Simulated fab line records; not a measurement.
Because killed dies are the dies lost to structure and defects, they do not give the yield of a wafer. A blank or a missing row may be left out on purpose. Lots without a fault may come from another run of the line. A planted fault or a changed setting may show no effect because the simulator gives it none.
Split-lot trial || flow n5_finfet || 21 wafers read from 7 lots, route of 1938 steps

## SPLIT DETAILS
At N5_BEOL_M7_COAT_64 (time 60 s, resist thk 12 nm), the setting spin_rpm was moved away from the recipe's 1500 rpm on 10 of the 21 wafers read, by -8.9% to +7.1%. For the rest of the wafers, this setting stayed at what the recipe calls for.

## FROM THE SPLIT TO THE READING: what the file shows between them, 4 steps
- N5_BEOL_M7_COAT_71: time 60 s, resist thk 5 nm
- N5_BEOL_M7_COAT_22: resist thk 30 nm
- N5_BEOL_M7_DESCUM_33: chemistry O2, time 7 s
- N5_BEOL_M7_ETCH_72: etches underlayer in N2/H2, target depth 6.5 nm, time 5.2 s

## THE READING
CAR-EUV_of_BEOL_M7_COAT_22.thk_nm (the simulator's own value, which no gauge read), in nm, at N5_BEOL_M7_ETCH_65 (etches SiARC in CF4, target depth 15.6 nm, time 26 s). The file gives no usual value for it. Here, 11 wafers ran the recipe; their average is 11.1 nm with a standard deviation of 0.089 nm.

{"wafer": "L074.3", "tool, chamber at the split": "litho_track-03, 0", "spin_rpm as run, rpm": 1547, "against the recipe": "+3.1%", "CAR-EUV_of_BEOL_M7_COAT_22.thk_nm, nm": 11.2, "against lot-mates on the recipe": "+0.0"}
{"wafer": "L074.4", "tool, chamber at the split": "litho_track-03, 0", "spin_rpm as run, rpm": 1500, "against the recipe": "recipe", "CAR-EUV_of_BEOL_M7_COAT_22.thk_nm, nm": 11.2, "against lot-mates on the recipe": "-"}
{"wafer": "L074.6", "tool, chamber at the split": "litho_track-03, 0", "spin_rpm as run, rpm": 1547, "against the recipe": "+3.1%", "CAR-EUV_of_BEOL_M7_COAT_22.thk_nm, nm": 11.2, "against lot-mates on the recipe": "+0.0"}
{"wafer": "L075.3", "tool, chamber at the split": "litho_track-03, 0", "spin_rpm as run, rpm": 1401, "against the recipe": "-6.6%", "CAR-EUV_of_BEOL_M7_COAT_22.thk_nm, nm": 11, "against lot-mates on the recipe": -0.2}
{"wafer": "L075.4", "tool, chamber at the split": "litho_track-03, 0", "spin_rpm as run, rpm": 1500, "against the recipe": "recipe", "CAR-EUV_of_BEOL_M7_COAT_22.thk_nm, nm": 11.2, "against lot-mates on the recipe": "-"}
{"wafer": "L075.6", "tool, chamber at the split": "litho_track-03, 0", "spin_rpm as run, rpm": 1401, "against the recipe": "-6.6%", "CAR-EUV_of_BEOL_M7_COAT_22.thk_nm, nm": 10.8, "against lot-mates on the recipe": -0.4}
{"wafer": "L082.2", "tool, chamber at the split": "litho_track-03, 0", "spin_rpm as run, rpm": 1606, "against the recipe": "+7.1%", "CAR-EUV_of_BEOL_M7_COAT_22.thk_nm, nm": 11.6, "against lot-mates on the recipe": "+0.6"}
{"wafer": "L082.3", "tool, chamber at the split": "litho_track-03, 0", "spin_rpm as run, rpm": 1606, "against the recipe": "+7.1%", "CAR-EUV_of_BEOL_M7_COAT_22.thk_nm, nm": 11.6, "against lot-mates on the recipe": "+0.6"}
{"wafer": "L082.5", "tool, chamber at the split": "litho_track-03, 0", "spin_rpm as run, rpm": 1500, "against the recipe": "recipe", "CAR-EUV_of_BEOL_M7_COAT_22.thk_nm, nm": 11, "against lot-mates on the recipe": "-"}
{"wafer": "L083.1", "tool, chamber at the split": "litho_track-02, 0", "spin_rpm as run, rpm": 1500, "against the recipe": "recipe", "CAR-EUV_of_BEOL_M7_COAT_22.thk_nm, nm": 11.2, "against lot-mates on the recipe": "-"}
{"wafer": "L083.5", "tool, chamber at the split": "litho_track-02, 0", "spin_rpm as run, rpm": 1500, "against the recipe": "recipe", "CAR-EUV_of_BEOL_M7_COAT_22.thk_nm, nm": 11.2, "against lot-mates on the recipe": "-"}
{"wafer": "L083.6", "tool, chamber at the split": "litho_track-02, 0", "spin_rpm as run, rpm": 1500, "against the recipe": "recipe", "CAR-EUV_of_BEOL_M7_COAT_22.thk_nm, nm": 11.2, "against lot-mates on the recipe": "-"}
{"wafer": "L087.3", "tool, chamber at the split": "litho_track-03, 0", "spin_rpm as run, rpm": 1389, "against the recipe": "-7.4%", "CAR-EUV_of_BEOL_M7_COAT_22.thk_nm, nm": 10.6, "against lot-mates on the recipe": -0.4}
{"wafer": "L087.4", "tool, chamber at the split": "litho_track-03, 0", "spin_rpm as run, rpm": 1500, "against the recipe": "recipe", "CAR-EUV_of_BEOL_M7_COAT_22.thk_nm, nm": 11, "against lot-mates on the recipe": "-"}
{"wafer": "L087.6", "tool, chamber at the split": "litho_track-03, 0", "spin_rpm as run, rpm": 1389, "against the recipe": "-7.4%", "CAR-EUV_of_BEOL_M7_COAT_22.thk_nm, nm": 10.6, "against lot-mates on the recipe": -0.4}
{"wafer": "L092.4", "tool, chamber at the split": "litho_track-02, 0", "spin_rpm as run, rpm": 1500, "against the recipe": "recipe", "CAR-EUV_of_BEOL_M7_COAT_22.thk_nm, nm": 11.2, "against lot-mates on the recipe": "-"}
{"wafer": "L092.5", "tool, chamber at the split": "litho_track-02, 0", "spin_rpm as run, rpm": 1367, "against the recipe": "-8.9%", "CAR-EUV_of_BEOL_M7_COAT_22.thk_nm, nm": 10.6, "against lot-mates on the recipe": -0.6}
{"wafer": "L092.6", "tool, chamber at the split": "litho_track-02, 0", "spin_rpm as run, rpm": 1500, "against the recipe": "recipe", "CAR-EUV_of_BEOL_M7_COAT_22.thk_nm, nm": 11.2, "against lot-mates on the recipe": "-"}
{"wafer": "L091.2", "tool, chamber at the split": "litho_track-03, 0", "spin_rpm as run, rpm": 1500, "against the recipe": "recipe", "CAR-EUV_of_BEOL_M7_COAT_22.thk_nm, nm": 11.2, "against lot-mates on the recipe": "-"}
{"wafer": "L091.4", "tool, chamber at the split": "litho_track-03, 0", "spin_rpm as run, rpm": 1391, "against the recipe": "-7.3%", "CAR-EUV_of_BEOL_M7_COAT_22.thk_nm, nm": 10.8, "against lot-mates on the recipe": -0.3}
{"wafer": "L091.6", "tool, chamber at the split": "litho_track-03, 0", "spin_rpm as run, rpm": 1500, "against the recipe": "recipe", "CAR-EUV_of_BEOL_M7_COAT_22.thk_nm, nm": 11, "against lot-mates on the recipe": "-"}

THE FIT
A straight line over all 21 wafers: CAR-EUV_of_BEOL_M7_COAT_22.thk_nm changes by +0.0565 nm for each +1% of spin_rpm; r = +0.93; the points scatter about the line by 0.11 nm.
The same after taking each lot's own level away (the mean of its wafers on the recipe; 21 wafers): +0.0585 nm for each +1%; r = +0.93; scatter 0.11 nm.
The reading moves by 0.52 nm for the largest change in spin_rpm, on that fit.
The lots' own levels span 11.00 to 11.20 nm, that is 2.2 times the standard deviation above.
The two slopes agree, so the slope changes little with the lot-to-lot level.
Check: -0.483 nm against its lot-mates is what the line predicts for one of the wafers moved furthest among these (-8.9%) when that wafer is left out of the fit. It came out at -0.6 nm against them.

## FURTHER SPLITS ON THESE WAFERS
Other splits were also applied to these wafers ahead of the reading. Each is held against what the fit with the lots' levels taken away leaves over:
{"other split on the same wafers": "N5_BEOL_M6_EXPOSE_08 dose_mj", "wafers away from the commonest value": 9, "r with CAR-EUV_of_BEOL_M7_COAT_22.thk_nm (lot level and that fit taken away)": -0.23}
{"other split on the same wafers": "N5_BEOL_M6_TRENCH_ETCH_37 source_w", "wafers away from the commonest value": 3, "r with CAR-EUV_of_BEOL_M7_COAT_22.thk_nm (lot level and that fit taken away)": "+0.26"}
{"other split on the same wafers": "N5_BEOL_M7_ETCH_61 source_w", "wafers away from the commonest value": 7, "r with CAR-EUV_of_BEOL_M7_COAT_22.thk_nm (lot level and that fit taken away)": "+0.00"}

## THE WHOLE CHAIN: every reading that the file lists as answering this split, in the file's order
{"step": "N5_BEOL_M7_COAT_64", "what it does": "time 60 s, resist thk 12 nm", "reading": "SiARC_of_BEOL_M7_COAT_64.thk_nm (the simulator's own value, which no gauge read)", "change (the file's fit)": "-0.0673 nm for each +1% of the setting", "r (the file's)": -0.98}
{"step": "N5_BEOL_M7_ETCH_65", "what it does": "etches SiARC in CF4, target depth 15.6 nm, time 26 s", "reading": "etch.depth_nm (the simulator's own value, which no gauge read)", "change (the file's fit)": "-0.0619 nm for each +1% of the setting", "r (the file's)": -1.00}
{"step": "N5_BEOL_M7_ETCH_65", "what it does": "etches SiARC in CF4, target depth 15.6 nm, time 26 s", "reading": "CAR-EUV_of_BEOL_M7_COAT_22.thk_nm (the simulator's own value, which no gauge read)", "change (the file's fit)": "+0.0576 nm for each +1% of the setting", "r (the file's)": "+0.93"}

## FILE'S OWN FIT
CAR-EUV_of_BEOL_M7_COAT_22.thk_nm changes by +0.0576 nm for each +1% of spin_rpm, r = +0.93.
